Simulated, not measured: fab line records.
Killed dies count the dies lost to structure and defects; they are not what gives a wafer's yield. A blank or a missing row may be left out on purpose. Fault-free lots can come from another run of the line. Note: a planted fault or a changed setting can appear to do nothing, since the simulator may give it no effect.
2 desks, one fault | flow nand harc | each desk has only its own numbers; what lay behind them comes last

METROLOGY DESK
What the gauges read, lot by lot, whatever tool the lot ran on: means of the sampled wafers that have a number. Any lot whose mean is over 4 standard deviations away from the usual mean is out of limits and marked OUT; that distance is given in the brackets.
Columns: A = cd nm at NHARC_P_GATE_CD_MEAS_26, usual 119.8 nm; B = cd nm at NHARC_P_GATE_CD_MEAS_33, usual 120.3 nm
lot  | first seen here | A                | B
L845 | day 5 05:58     | 120.0            | 120.4
L846 | day 5 12:25     | 120.3            | 121.4
L847 | day 5 15:11     | 119.8            | 123.2
L849 | day 6 14:18     | 119.3            | 121.4
L852 | day 8 03:25     | 119.3            | 121.8
L853 | day 8 03:34     | 119.8            | 117.4
L858 | day 10 05:39    | 122.4 (+5.4) OUT | 122.2
L860 | day 11 04:16    | 122.9 (+6.4) OUT | 124.3
L864 | day 13 06:17    | 119.8            | 119.1
L865 | day 13 14:01    | 120.0            | 121.7
L867 | day 14 03:55    | 120.4            | 119.4
L868 | day 14 14:01    | 119.7            | 119.7
This desk's finding: out of limits on L858, L860; first on L858, day 10 05:39 (cd nm at NHARC_P_GATE_CD_MEAS_26). L845, L846, L847, L849, L852, L853, L864, L865, L867, L868: within limits.

DESK OF THE TOOL OWNER: arfi scanner-03
The tool's own readings at NHARC_P_GATE_EXPOSE_23 (exposes mask P GATE, target cd 120 nm): means of the sampled wafers that have a number, for each lot that ran on this tool. Any lot whose mean is over 4 standard deviations away from the usual mean is out of limits and marked OUT; that distance is given in the brackets.
Columns: A = exposure dose mJ cm2 at NHARC_P_GATE_EXPOSE_23, usual 93.90; B = focus offset nm at NHARC_P_GATE_EXPOSE_23, usual 0.0 nm
lot  | first seen here | A               | B
L845 | day 5 05:50     | 93.85           | -0.3
L847 | day 5 15:03     | 93.94           | -0.4
L849 | day 6 14:10     | 93.89           | 0.3
L853 | day 8 03:26     | 93.90           | -0.2
L858 | day 10 05:31    | 90.39 (-40) OUT | -0.6
L860 | day 11 04:07    | 90.37 (-40) OUT | -0.0
This desk's finding: out of limits on L858, L860; first on L858, day 10 05:31 (exposure dose mJ cm2 at NHARC_P_GATE_EXPOSE_23). L845, L847, L849, L853: within limits.

BROUGHT TOGETHER
The tool owner's desk could have raised an alarm at day 10 05:31, on L858, L860.
At day 10 05:39 the metrology desk could have sounded an alarm, on L858, L860.
NHARC_P_GATE_EXPOSE_23 was run on arfi scanner-03 by each of the lots named.

WHAT WAS PUT IN BY THE SIMULATOR
Process parameter drift: arfi scanner-03, from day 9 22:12 on, at NHARC_P_GATE_EXPOSE_23. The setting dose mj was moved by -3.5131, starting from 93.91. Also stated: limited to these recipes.
Struck lots among those shown: L858, L860.
Fault start to first reading out of limits, in hours, per desk: tool owner, 7; metrology, 7.
